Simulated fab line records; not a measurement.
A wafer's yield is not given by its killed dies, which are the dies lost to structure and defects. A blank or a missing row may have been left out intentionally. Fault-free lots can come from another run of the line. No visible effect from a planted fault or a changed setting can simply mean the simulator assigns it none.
Which tool was responsible? :: flow nand harc :: 12 lots, 36 wafers sampled, at 6 steps of a route of 1302

== WHAT THE GAUGES READ, wafer by wafer ==
NHARC_A_M1_INSPECT_27.
lot: L534
measured: day 23 07:12
on: defect inspect-02
raw defect count: 571 426 378

lot: L535
measured: day 24 03:50
on: defect inspect-02
raw defect count: 418 736 487

lot: L536
measured: day 24 08:20
on: defect inspect-02
raw defect count: 447 435 486

lot: L538
measured: day 25 20:01
on: defect inspect-02
raw defect count: 929 490 591

lot: L542
measured: day 26 18:31
on: defect inspect-02
raw defect count: 1164 489 477

lot: L545
measured: day 27 20:52
on: defect inspect-02
raw defect count: 437 1083 1010

lot: L549
measured: day 29 02:25
on: defect inspect-02
raw defect count: 620 537 529

lot: L551
measured: day 30 06:16
on: defect inspect-01
raw defect count: 585 665 599

lot: L550
measured: day 30 16:20
on: defect inspect-01
raw defect count: 404 408 375

lot: L553
measured: day 31 05:59
on: defect inspect-01
raw defect count: 572 495 359

lot: L552
measured: day 31 08:38
on: defect inspect-01
raw defect count: 533 394 456

lot: L554
measured: day 32 01:32
on: defect inspect-01
raw defect count: 548 486 583

NHARC_END_SORT_01.
lot: L542
measured: day 28 03:18
on: prober-02
defect limited yield (%): 37.2 87.1 84.5
killed at array: 424 81 99
killed at other: 1 3 3
killed at periphery: 0 3 3
killed dies: 425 87 105
killed open: 2 3 2
killed short: 0 2 3

lot: L545
measured: day 29 07:23
on: prober-01
defect limited yield (%): 84.9 37.1 40.2
killed at array: 100 425 404
killed at other: 1 0 0
killed at periphery: 1 1 1
killed dies: 102 426 405
killed open: 1 4 4
killed short: 5 2 1

lot: L551
measured: day 31 16:10
on: prober-01
defect limited yield (%): 85.7 87.1 86.0
killed at array: 91 82 87
killed at other: 0 0 0
killed at periphery: 6 5 8
killed dies: 97 87 95
killed open: 4 2 5
killed short: 5 3 3

== WHICH TOOL RAN EACH LOT (tool, then ch and the chambers of the sampled wafers, then the start) ==
lot: L534
NHARC_A_M1_ETCH_35: rie diel-07 ch 2,3, day 23 04:43
NHARC_A_M1_DEGAS_29: pvd sputter-02, day 23 05:40
NHARC_A_M1_CMP_23: cmp-03 ch 0,1,3, day 23 06:47
NHARC_A_M1_PRE_CLEAN_32: pecvd-03 ch 0,1, day 23 07:16

lot: L535
NHARC_A_M1_ETCH_35: rie diel-13 ch 0,3, day 24 01:20
NHARC_A_M1_DEGAS_29: pvd sputter-01, day 24 02:16
NHARC_A_M1_CMP_23: cmp-01 ch 1,2,3, day 24 03:26
NHARC_A_M1_PRE_CLEAN_32: pecvd-02 ch 0,2, day 24 03:55

lot: L536
NHARC_A_M1_ETCH_35: rie diel-13 ch 0,1,3, day 24 05:44
NHARC_A_M1_DEGAS_29: pvd sputter-02, day 24 06:44
NHARC_A_M1_CMP_23: cmp-03 ch 1,3, day 24 07:52
NHARC_A_M1_PRE_CLEAN_32: pecvd-01 ch 1,2, day 24 08:24

lot: L538
NHARC_A_M1_ETCH_35: rie diel-04 ch 0,1,2, day 25 17:29
NHARC_A_M1_DEGAS_29: pvd sputter-03, day 25 18:26
NHARC_A_M1_CMP_23: cmp-02 ch 0,1,2, day 25 19:31
NHARC_A_M1_PRE_CLEAN_32: pecvd-01 ch 0,1,2, day 25 20:05

lot: L542
NHARC_A_M1_ETCH_35: rie diel-07 ch 1,3, day 26 16:02
NHARC_A_M1_DEGAS_29: pvd sputter-03, day 26 16:58
NHARC_A_M1_CMP_23: cmp-03 ch 0,2, day 26 18:04
NHARC_A_M1_PRE_CLEAN_32: pecvd-01 ch 0,2, day 26 18:35

lot: L545
NHARC_A_M1_ETCH_35: rie diel-04 ch 1,2,3, day 27 18:19
NHARC_A_M1_DEGAS_29: pvd sputter-03, day 27 19:18
NHARC_A_M1_CMP_23: cmp-03 ch 0,2, day 27 20:23
NHARC_A_M1_PRE_CLEAN_32: pecvd-01 ch 0,1, day 27 20:56

lot: L549
NHARC_A_M1_ETCH_35: rie diel-13 ch 0,2,3, day 28 23:50
NHARC_A_M1_DEGAS_29: pvd sputter-02, day 29 00:50
NHARC_A_M1_CMP_23: cmp-01 ch 0,1,3, day 29 01:58
NHARC_A_M1_PRE_CLEAN_32: pecvd-02 ch 0,1,2, day 29 02:29

lot: L551
NHARC_A_M1_ETCH_35: rie diel-04 ch 0,1,2, day 30 03:43
NHARC_A_M1_DEGAS_29: pvd sputter-03, day 30 04:42
NHARC_A_M1_CMP_23: cmp-02 ch 0,1,3, day 30 05:48
NHARC_A_M1_PRE_CLEAN_32: pecvd-01 ch 0,1, day 30 06:21

lot: L550
NHARC_A_M1_ETCH_35: rie diel-13 ch 1,2, day 30 13:50
NHARC_A_M1_DEGAS_29: pvd sputter-01, day 30 14:46
NHARC_A_M1_CMP_23: cmp-01 ch 0,1,2, day 30 15:56
NHARC_A_M1_PRE_CLEAN_32: pecvd-02 ch 0,1,2, day 30 16:25

lot: L553
NHARC_A_M1_ETCH_35: rie diel-13 ch 1,3, day 31 03:25
NHARC_A_M1_DEGAS_29: pvd sputter-02, day 31 04:26
NHARC_A_M1_CMP_23: cmp-03 ch 0,3, day 31 05:31
NHARC_A_M1_PRE_CLEAN_32: pecvd-01 ch 0,2, day 31 06:03

lot: L552
NHARC_A_M1_ETCH_35: rie diel-07 ch 0,1, day 31 06:09
NHARC_A_M1_DEGAS_29: pvd sputter-01, day 31 07:05
NHARC_A_M1_CMP_23: cmp-02 ch 2,3, day 31 08:12
NHARC_A_M1_PRE_CLEAN_32: pecvd-01 ch 0,1,2, day 31 08:46

lot: L554
NHARC_A_M1_ETCH_35: rie diel-13 ch 0,1,3, day 31 23:03
NHARC_A_M1_DEGAS_29: pvd sputter-01, day 31 23:59
NHARC_A_M1_CMP_23: cmp-03 ch 0,1, day 32 01:05
NHARC_A_M1_PRE_CLEAN_32: pecvd-02 ch 0,1, day 32 01:36
- NHARC_A_M1_ETCH_35: etches the open film in N2/H2, target depth 40 nm, overetch 12 nm, time 43.94 s.
- NHARC_A_M1_DEGAS_29: time 60 s.
- NHARC_A_M1_CMP_23: polishes, t overpolish 20 s, target thk 154.34 nm.
- NHARC_A_M1_PRE_CLEAN_32: time 12 s.

== AS READ BY THE TOOLS THEMSELVES (means over the sampled wafers that have a number; for cases with no such wafer, the mark the record gives instead) ==
NHARC_A_M1_ETCH_35.
lot: L534
tool: rie diel-07
bias w (W): 150.1
drypump motor current A (A): 5.4
oes product au (a.u.): 1.005
rf vpp V (V): 431.3
showerhead plenum p Torr (Torr): 2.08
throttle valve pct (%): 14.173

lot: L535
tool: rie diel-13
bias w (W): 150.4
drypump motor current A (A): 5.9
oes product au (a.u.): 0.987
rf vpp V (V): 430.9
showerhead plenum p Torr (Torr): 2.05
throttle valve pct (%): 14.170

lot: L536
tool: rie diel-13
bias w (W): 150.2
drypump motor current A (A): 5.7
oes product au (a.u.): 0.992
rf vpp V (V): 430.0
showerhead plenum p Torr (Torr): 2.00
throttle valve pct (%): 14.168

lot: L538
tool: rie diel-04
bias w (W): 150.0
drypump motor current A (A): 5.5
oes product au (a.u.): 0.992
rf vpp V (V): 431.1
showerhead plenum p Torr (Torr): 2.05
throttle valve pct (%): 14.179

lot: L542
tool: rie diel-07
bias w (W): 150.0
drypump motor current A (A): 5.5
oes product au (a.u.): 1.004
rf vpp V (V): 434.3
showerhead plenum p Torr (Torr): 2.16
throttle valve pct (%): 14.165

lot: L545
tool: rie diel-04
bias w (W): 150.1
drypump motor current A (A): 5.4
oes product au (a.u.): 1.002
rf vpp V (V): 432.6
showerhead plenum p Torr (Torr): 2.11
throttle valve pct (%): 14.164

lot: L549
tool: rie diel-13
bias w (W): 150.2
drypump motor current A (A): 6.0
oes product au (a.u.): 0.989
rf vpp V (V): 431.5
showerhead plenum p Torr (Torr): 2.08
throttle valve pct (%): 14.169

lot: L551
tool: rie diel-04
bias w (W): 149.9
drypump motor current A (A): 5.5
oes product au (a.u.): 0.997
rf vpp V (V): 431.0
showerhead plenum p Torr (Torr): 2.05
throttle valve pct (%): 14.174

lot: L550
tool: rie diel-13
bias w (W): 150.2
drypump motor current A (A): 5.7
oes product au (a.u.): 1.000
rf vpp V (V): 430.0
showerhead plenum p Torr (Torr): 2.01
throttle valve pct (%): 14.178

lot: L553
tool: rie diel-13
bias w (W): 150.1
drypump motor current A (A): 5.6
oes product au (a.u.): 1.005
rf vpp V (V): 428.3
showerhead plenum p Torr (Torr): 1.98
throttle valve pct (%): 14.163

lot: L552
tool: rie diel-07
bias w (W): 150.0
drypump motor current A (A): 5.0
oes product au (a.u.): 0.999
rf vpp V (V): 430.8
showerhead plenum p Torr (Torr): 2.10
throttle valve pct (%): 14.161

lot: L554
tool: rie diel-13
bias w (W): 150.6
drypump motor current A (A): 5.7
oes product au (a.u.): 1.001
rf vpp V (V): 429.2
showerhead plenum p Torr (Torr): 2.00
throttle valve pct (%): 14.167

NHARC_A_M1_DEGAS_29.
lot: L534
tool: pvd sputter-02
heater power w (W): 335

lot: L535
tool: pvd sputter-01
heater power w (W): 344

lot: L536
tool: pvd sputter-02
heater power w (W): 344

lot: L538
tool: pvd sputter-03
heater power w (W): 359

lot: L542
tool: pvd sputter-03
heater power w (W): 356

lot: L545
tool: pvd sputter-03
heater power w (W): 349

lot: L549
tool: pvd sputter-02
heater power w (W): 356

lot: L551
tool: pvd sputter-03
heater power w (W): 356

lot: L550
tool: pvd sputter-01
heater power w (W): 324

lot: L553
tool: pvd sputter-02
heater power w (W): 366

lot: L552
tool: pvd sputter-01
heater power w (W): 293

lot: L554
tool: pvd sputter-01
heater power w (W): 319

NHARC_A_M1_CMP_23.
lot: L534
tool: cmp-03
motor current A (A): 12.2
slurry flow ml min: 150.1
time to endpoint s (s): 23

lot: L535
tool: cmp-01
motor current A (A): 11.5
slurry flow ml min: 150.3
time to endpoint s (s): 33

lot: L536
tool: cmp-03
motor current A (A): 11.0
slurry flow ml min: 149.8
time to endpoint s (s): 26

lot: L538
tool: cmp-02
motor current A (A): 11.9
slurry flow ml min: 149.8
time to endpoint s (s): 25

lot: L542
tool: cmp-03
motor current A (A): 13.6
slurry flow ml min: 149.7
time to endpoint s (s): 27

lot: L545
tool: cmp-03
motor current A (A): 13.0
slurry flow ml min: 149.3
time to endpoint s (s): 28

lot: L549
tool: cmp-01
motor current A (A): 12.1
slurry flow ml min: 150.0
time to endpoint s (s): 31

lot: L551
tool: cmp-02
motor current A (A): 11.9
slurry flow ml min: 149.8
time to endpoint s (s): 31

lot: L550
tool: cmp-01
motor current A (A): 12.4
slurry flow ml min: 150.5
time to endpoint s (s): 31

lot: L553
tool: cmp-03
motor current A (A): 12.8
slurry flow ml min: 149.8
time to endpoint s (s): 27

lot: L552
tool: cmp-02
motor current A (A): 12.0
slurry flow ml min: 150.4
time to endpoint s (s): 30

lot: L554
tool: cmp-03
motor current A (A): 14.0
slurry flow ml min: 149.8
time to endpoint s (s): 28

NHARC_A_M1_PRE_CLEAN_32.
lot: L534
tool: pecvd-03
heater power w (W): 605

lot: L535
tool: pecvd-02
heater power w (W): 659

lot: L536
tool: pecvd-01
heater power w (W): 613

lot: L538
tool: pecvd-01
heater power w (W): 659

lot: L542
tool: pecvd-01
heater power w (W): 631

lot: L545
tool: pecvd-01
heater power w (W): 680

lot: L549
tool: pecvd-02
heater power w (W): 639

lot: L551
tool: pecvd-01
heater power w (W): 568

lot: L550
tool: pecvd-02
heater power w (W): 645

lot: L553
tool: pecvd-01
heater power w (W): 659

lot: L552
tool: pecvd-01
heater power w (W): 665

lot: L554
tool: pecvd-02
heater power w (W): 642

== THE ANSWER, worked out from the rows above alone ==
Rule: the lots themselves supply what counts as usual. Put in order of their means at a reading, lots are off if they are a third of the lots or fewer, leave a main group of 4 or more, and stand apart from it by a gap of 3 or more times the standard deviation of the main group's means; of several such gaps the widest counts. Not used: any main group whose means are identical at the precision the tables above print for the reading. Also off: a lot with no number at a reading for which 4 or more lots have one. Where the step has rows for the other lots, those lots are counted as sound. First the gauges in route order, then the tools' own readings, where a lot's mean is used as printed above. The first step at which some lot is off is used, and at that step the reading that is off furthest; a lot without a number counts as furthest.
Across all readings shown, no lot is off: no conclusion can be drawn from this.

== WHAT THE SIMULATOR PUT IN ==
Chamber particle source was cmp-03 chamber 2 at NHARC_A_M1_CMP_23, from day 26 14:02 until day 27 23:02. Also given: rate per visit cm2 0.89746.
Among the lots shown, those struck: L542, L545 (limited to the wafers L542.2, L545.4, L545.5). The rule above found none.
